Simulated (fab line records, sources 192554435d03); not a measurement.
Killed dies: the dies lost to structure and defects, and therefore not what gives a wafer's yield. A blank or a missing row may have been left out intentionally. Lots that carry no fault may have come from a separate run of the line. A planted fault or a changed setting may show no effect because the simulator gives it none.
Matching of chambers	flow n5Finfet	cmp-04 running N5_BEOL_M11_CMP_52: 4 sister chambers
The step polishes, stops on SiCOH lowk, t overpolish 7 s, target thk 140 nm. 8 wafers are shown with their chamber, then 9 later ones without.

EACH WAFER AND ITS CHAMBER
wafer	chamber	motorCurrentA (A)	barrierFieldEndpointS (s)
L074.6	0	5.8	30.4
L081.2	0	6.4	29.9
L081.3	3	6.9	29.1
L083.3	1	5.0	28.1
L083.5	1	5.2	28.2
L084.3	2	6.9	29.0
L084.4	3	7.6	29.5
L084.6	2	7.2	29.6

WAFERS WITH NO CHAMBER GIVEN
wafer	motorCurrentA (A)	barrierFieldEndpointS (s)
L086.1	7.4	28.1
L086.2	7.3	28.6
L086.6	7.5	29.3
L088.1	7.4	30.2
L088.2	5.1	28.6
L088.5	7.0	30.0
L095.1	7.1	29.3
L095.5	7.6	28.9
L095.6	7.1	27.8

THE CHAMBER EACH PASSED THROUGH
wafer	from the rows above	in truth
L086.1	can't be placed: 3 or 2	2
L086.2	can't be placed: 3 or 2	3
L086.6	can't be placed: 3 or 2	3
L088.1	can't be placed: 3 or 2 or 0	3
L088.2	1	1
L088.5	can't be placed: 2 or 3 or 0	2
L095.1	can't be placed: 2 or 3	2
L095.5	can't be placed: 3 or 2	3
L095.6	can't be placed: 2 or 3 or 1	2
Placed correctly: 1 of 9. Unplaceable from these rows: 8, with the true chamber sitting among the candidates in 8. Wrongly placed: 0.
How it was worked out, from the rows above alone: a wafer's distance from a chamber is the root of the sum, over the readings, of the square of ((its reading less the chamber's mean) divided by the reading's scatter). If the next closest chamber is less than 2 further off than the closest, the wafer can't be placed; otherwise it belongs to the closest. For every chamber, the mean is computed from those of its wafers that are shown. The scatter is the square root of a quotient: the sum, over the shown wafers, of each reading's squared deviation from its chamber's mean, divided by wafers minus chambers.
